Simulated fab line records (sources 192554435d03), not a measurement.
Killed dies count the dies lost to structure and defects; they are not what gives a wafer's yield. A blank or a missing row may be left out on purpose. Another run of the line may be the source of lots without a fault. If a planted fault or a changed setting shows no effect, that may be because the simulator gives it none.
Split-lot study	flow n5Finfet	on a route of 1938 steps: 7 lots, 21 wafers read

## ABOUT THE SPLIT
At N5_PASSIVATION_ETCH_54 (etches SiO2 in CHF3/O2, target depth 880 nm, time 440 s), the setting sourceW was moved away from the recipe's 650 W on 5 of the 21 wafers read, by -15.9% to +15.3%. For the rest of the wafers, this setting stayed at what the recipe calls for.

The reading is taken at the split's own step.

## THE READING
etch.depthNm (the simulator's own value, which no gauge read), in nm, at N5_PASSIVATION_ETCH_54 (etches SiO2 in CHF3/O2, target depth 880 nm, time 440 s). No usual value for it is given in the file. Across the 16 wafers here that went through the recipe, the average is 886.2 nm and the standard deviation 13 nm.

wafer	tool, chamber at the split	sourceW as run, W	against the recipe	etch.depthNm, nm	against lot-mates on the recipe
L076.3	rieDiel-06, 3	650	recipe	900.2	-
L076.4	rieDiel-06, 2	749.6	+15.3%	950.6	+50.4
L076.6	rieDiel-06, 1	749.6	+15.3%	927.5	+27.3
L080.1	rieDiel-05, 3	650	recipe	906	-
L080.4	rieDiel-05, 0	546.4	-15.9%	819.4	-80.4
L080.5	rieDiel-05, 1	650	recipe	893.5	-
L079.2	rieDiel-04, 1	650	recipe	874.6	-
L079.4	rieDiel-04, 0	650	recipe	869.3	-
L079.6	rieDiel-04, 3	650	recipe	867.2	-
L077.1	rieDiel-05, 1	650	recipe	881.5	-
L077.2	rieDiel-05, 0	650	recipe	858.2	-
L077.6	rieDiel-05, 2	650	recipe	886.1	-
L081.2	rieDiel-06, 0	650	recipe	883	-
L081.3	rieDiel-06, 3	745.8	+14.7%	950.9	+67.9
L081.6	rieDiel-06, 3	745.8	+14.7%	943.9	+60.9
L084.2	rieDiel-05, 2	650	recipe	891.4	-
L084.4	rieDiel-05, 2	650	recipe	885	-
L084.6	rieDiel-05, 3	650	recipe	902.7	-
L085.1	rieDiel-05, 2	650	recipe	883.8	-
L085.3	rieDiel-05, 3	650	recipe	903.3	-
L085.6	rieDiel-05, 1	650	recipe	893.1	-

THE FIT
A straight line over all 21 wafers: etch.depthNm changes by +3.9 nm for each +1% of sourceW; r = +0.91; the points scatter about the line by 13 nm.
The same after taking each lot's own level away (the mean of its wafers on the recipe; 21 wafers): +3.85 nm for each +1%; r = +0.93; scatter 11 nm.
Per that fit: largest sourceW move, reading shift of 61 nm.
From 870.37 to 900.20 nm: that is the span of the lots' own levels, equal to 2.2 times the standard deviation above.
The two slopes are in agreement: the lot-to-lot level therefore moves the slope only a little.
Check: for one of the wafers moved furthest among these (-15.9%), held out of the fit, the line's prediction against its lot-mates is -54.3 nm. It came out at -80.4 nm against them.

## OTHER SPLITS APPLIED TO THESE WAFERS
Other splits were also applied to these wafers ahead of the reading. Each is held against what the fit with the lots' levels taken away leaves over:
other split on the same wafers	wafers away from the commonest value	r with etch.depthNm (lot level and that fit taken away)
N5_BEOL_M12_SPUTTER_45 timeS	10	+0.24
N5_BEOL_M13_SPUTTER_43 timeS	11	-0.15
N5_BEOL_M15_PEB_26 pebTimeS	9	-0.13
N5_BEOL_M15_DEP_53 timeS	10	+0.32
N5_MIM_TOP_SPUTTER_03 timeS	5	+0.13
N5_PASSIVATION_PASS_ETCH_74 cf4FlowSccm	8	+0.42

## THE WHOLE CHAIN: every reading that the file lists as answering this split, in the file's order
step	what it does	reading	change (the file's fit)	r (the file's)
N5_PASSIVATION_ETCH_54	etches SiO2 in CHF3/O2, target depth 880 nm, time 440 s	PASSIVATION.featureDepthNm (the simulator's own value, which no gauge read)	+4 nm for each +1% of the setting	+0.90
N5_PASSIVATION_ETCH_54	etches SiO2 in CHF3/O2, target depth 880 nm, time 440 s	etch.depthNm (the simulator's own value, which no gauge read)	+4 nm for each +1% of the setting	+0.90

## THE FILE'S OWN FIT
etch.depthNm changes by +4 nm for each +1% of sourceW, r = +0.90.
